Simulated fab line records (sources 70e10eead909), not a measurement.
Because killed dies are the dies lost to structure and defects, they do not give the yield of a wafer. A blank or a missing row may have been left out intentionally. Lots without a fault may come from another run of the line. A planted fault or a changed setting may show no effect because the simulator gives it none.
What tool caused it? -- flow nand harc -- 12 lots with 36 wafers sampled at 5 steps, on a route of 1159 steps

WHAT THE GAUGES READ, wafer by wafer
NHARC_END_SORT_01.
lot,measured,on,killed at array,killed at other,killed at periphery,killed dies,killed open,killed short
L289,day 21 22:43,prober-01,567 36 41,1 0 1,5 3 5,573 39 47,4 4 5,1 0 4
L294,day 23 18:05,prober-02,615 21 45,0 0 0,8 1 2,623 22 47,7 0 3,2 0 1

WHAT TOOL EACH LOT RAN ON (gives the tool, then ch and the chambers of the sampled wafers, and finally the start)
lot,NHARC_A_STAIRCASE_ETCH_223,NHARC_A_STAIRCASE_ETCH_227,NHARC_A_STAIRCASE_DESCUM_252,NHARC_A_STAIRCASE_ETCH_253
L279,"rie diel-10 ch 0,1, day 10 17:35 or earlier","rie diel-10 ch 0,1,3, day 10 17:35 or earlier","rie diel-05 ch 0,1, day 10 17:35","rie diel-05 ch 2,3, day 10 17:40"
L280,"rie diel-05 ch 0,1, day 11 16:28 or earlier","rie diel-05 ch 1,3, day 11 16:28 or earlier","rie diel-01 ch 0,1, day 11 16:28","rie diel-01 ch 1,2,3, day 11 16:34"
L281,"rie diel-01 ch 0,1, day 11 20:34 or earlier","rie diel-01 ch 1,2,3, day 11 20:34 or earlier","rie diel-05 ch 0,3, day 11 20:34","rie diel-05 ch 0,2,3, day 11 20:39"
L283,"rie diel-10 ch 2,3, day 12 10:07 or earlier","rie diel-10 ch 0,1,2, day 12 10:07 or earlier","rie diel-05 ch 0,2,3, day 12 10:07","rie diel-05 ch 1,3, day 12 10:11"
L284,"rie diel-05 ch 0,2,3, day 12 10:32 or earlier","rie diel-05 ch 0,2,3, day 12 10:32 or earlier","rie diel-01 ch 0,3, day 12 10:32","rie diel-01 ch 1,2,3, day 12 10:38"
L288,"rie diel-05 ch 0,1,2, day 13 12:43 or earlier","rie diel-05 ch 0,2, day 13 12:43 or earlier","rie diel-01 ch 0,2,3, day 13 12:43","rie diel-01 ch 0,2,3, day 13 12:49"
L289,"rie diel-10 ch 0,1,3, day 14 01:51 or earlier","rie diel-10 ch 0,2,3, day 14 01:51 or earlier","rie diel-01 ch 0,2,3, day 14 01:51","rie diel-01 ch 0,1,2, day 14 01:56"
L295,"rie diel-10 ch 0,1,3, day 15 05:43 or earlier","rie diel-10 ch 1,3, day 15 05:43 or earlier","rie diel-10 ch 0,3, day 15 05:43","rie diel-10 ch 1,2,3, day 15 05:49"
L294,"rie diel-05 ch 1,3, day 15 06:44 or earlier","rie diel-05 ch 0,2, day 15 06:44 or earlier","rie diel-01 ch 0,3, day 15 06:44","rie diel-01 ch 0,2, day 15 06:53"
L298,"rie diel-10 ch 0,3, day 15 14:25 or earlier","rie diel-10 ch 0,2,3, day 15 14:25 or earlier","rie diel-05 ch 0,2, day 15 14:25","rie diel-05 ch 1,3, day 15 14:29"
L296,"rie diel-01 ch 0,1,2, day 15 16:02 or earlier","rie diel-01 ch 1,2,3, day 15 16:02 or earlier","rie diel-05 ch 0,1,2, day 15 16:02","rie diel-05 ch 0,1,3, day 15 16:07"
L300,"rie diel-10 ch 0,3, day 16 08:06 or earlier","rie diel-10 ch 0,1,3, day 16 08:06 or earlier","rie diel-05 ch 2,3, day 16 08:06","rie diel-05 ch 0,1, day 16 08:11"
- NHARC_A_STAIRCASE_ETCH_223: etches the open film in C4F8/O2, target depth 100 nm, time 40.5 s.
- NHARC_A_STAIRCASE_ETCH_227: etches the open film in C4F8/O2, target depth 100 nm, time 40.5 s.
- NHARC_A_STAIRCASE_DESCUM_252: chemistry O2, time 3 s.
- NHARC_A_STAIRCASE_ETCH_253: etches the open film in C4F8/O2, target depth 50 nm, time 20.2 s.

WHAT THE TOOLS THEMSELVES READ (means of the sampled wafers that have a number; where no wafer has one, the mark that the record gives instead)
NHARC_A_STAIRCASE_ETCH_223.
lot,tool,oes product au (a.u.),rf vpp V (V),run length s (s)
L279,rie diel-10,0.946,901,61.8
L280,rie diel-05,0.934,892,61.8
L281,rie diel-01,0.940,896,61.9
L283,rie diel-10,0.959,902,61.4
L284,rie diel-05,0.947,891,61.8
L288,rie diel-05,0.933,892,61.8
L289,rie diel-10,0.946,899,61.7
L295,rie diel-10,0.938,899,61.8
L294,rie diel-05,0.954,893,61.6
L298,rie diel-10,0.950,892,61.6
L296,rie diel-01,0.940,893,62.1
L300,rie diel-10,0.957,895,61.5

NHARC_A_STAIRCASE_ETCH_227.
lot,tool,oes product au (a.u.),rf vpp V (V),run length s (s)
L279,rie diel-10,0.940,899,61.9
L280,rie diel-05,0.949,895,61.8
L281,rie diel-01,0.948,893,62.4
L283,rie diel-10,0.947,899,61.7
L284,rie diel-05,0.948,893,61.8
L288,rie diel-05,0.945,893,61.7
L289,rie diel-10,0.939,897,62.1
L295,rie diel-10,0.945,902,61.7
L294,rie diel-05,0.950,891,61.7
L298,rie diel-10,0.945,897,61.7
L296,rie diel-01,0.938,899,62.2
L300,rie diel-10,0.953,898,61.7

NHARC_A_STAIRCASE_DESCUM_252.
lot,tool,drypump motor current A (A),mfc ar sccm (sccm),oes product au (a.u.),rf vpp V (V),showerhead plenum p Torr (Torr),throttle valve pct (%)
L279,rie diel-05,6.0,0.009,0.992,57.6,1.86,11.309
L280,rie diel-01,5.9,0.025,1.006,58.0,1.95,11.310
L281,rie diel-05,5.7,0.022,1.000,57.0,1.80,11.310
L283,rie diel-05,5.5,0.017,1.001,57.5,1.86,11.312
L284,rie diel-01,5.2,0.022,0.990,57.4,1.80,11.318
L288,rie diel-01,5.4,0.011,1.005,56.8,1.81,11.306
L289,rie diel-01,5.3,0.011,0.991,57.7,1.81,11.315
L295,rie diel-10,5.2,0.025,0.998,57.4,1.86,11.318
L294,rie diel-01,5.2,0.022,1.001,57.3,1.99,11.314
L298,rie diel-05,5.6,0.018,1.004,57.7,1.97,11.320
L296,rie diel-05,5.8,0.013,0.998,57.3,1.96,11.300
L300,rie diel-05,5.1,0.012,1.001,57.6,1.88,11.306

NHARC_A_STAIRCASE_ETCH_253.
lot,tool,oes product au (a.u.),rf vpp V (V),run length s (s)
L279,rie diel-05,0.978,895,41.3
L280,rie diel-01,0.970,892,41.8
L281,rie diel-05,0.958,893,41.2
L283,rie diel-05,0.923,895,41.3
L284,rie diel-01,0.922,892,41.8
L288,rie diel-01,0.921,890,41.7
L289,rie diel-01,0.967,893,38.3
L295,rie diel-10,0.963,902,41.7
L294,rie diel-01,0.953,890,38.3
L298,rie diel-05,0.962,894,41.5
L296,rie diel-05,0.945,899,41.4
L300,rie diel-05,0.954,898,41.6

THE ANSWER, worked out from the rows above alone
Rule: the lots themselves supply what counts as usual. Put in order of their means at a reading, lots are off if they are a third of the lots or fewer, leave a main group of 4 or more, and stand apart from it by a gap of 3 or more times the standard deviation of the main group's means; of several such gaps the widest counts. A main group is skipped when, at the precision printed for the reading in the tables above, its means are all equal. Also off: a lot with no number at a reading for which 4 or more lots have one. The other lots that the step has rows for count as sound. Order of review: gauges by route order, followed by the tools' own readings, for which a lot's mean as printed above is used. At the first step where some lot is off, the reading lying furthest off is the one used; lots without a number count as furthest.
Off: L289, L294, at NHARC_A_STAIRCASE_ETCH_253 (run length s). The main group: mean 41.5 s, standard deviation 0.21.
If a tool, at that step or one of the process steps before it, ran each lot that is off and ran no sound lot following the first of them, it fits. NHARC_A_STAIRCASE_ETCH_223 gives no start for some lots, so the hours and the order of its lots are those of NHARC_A_STAIRCASE_DESCUM_252. NHARC_A_STAIRCASE_ETCH_227 gives no start for some lots, so the hours and the order of its lots are those of NHARC_A_STAIRCASE_DESCUM_252. One fits: rie diel-01 at NHARC_A_STAIRCASE_DESCUM_252 and NHARC_A_STAIRCASE_ETCH_253. At NHARC_A_STAIRCASE_DESCUM_252 its last sound lot is L288 (day 13 12:43), its first lot that is off L289 (day 14 01:51): a fault that began between those two fits.

WHAT THE SIMULATOR PUT IN
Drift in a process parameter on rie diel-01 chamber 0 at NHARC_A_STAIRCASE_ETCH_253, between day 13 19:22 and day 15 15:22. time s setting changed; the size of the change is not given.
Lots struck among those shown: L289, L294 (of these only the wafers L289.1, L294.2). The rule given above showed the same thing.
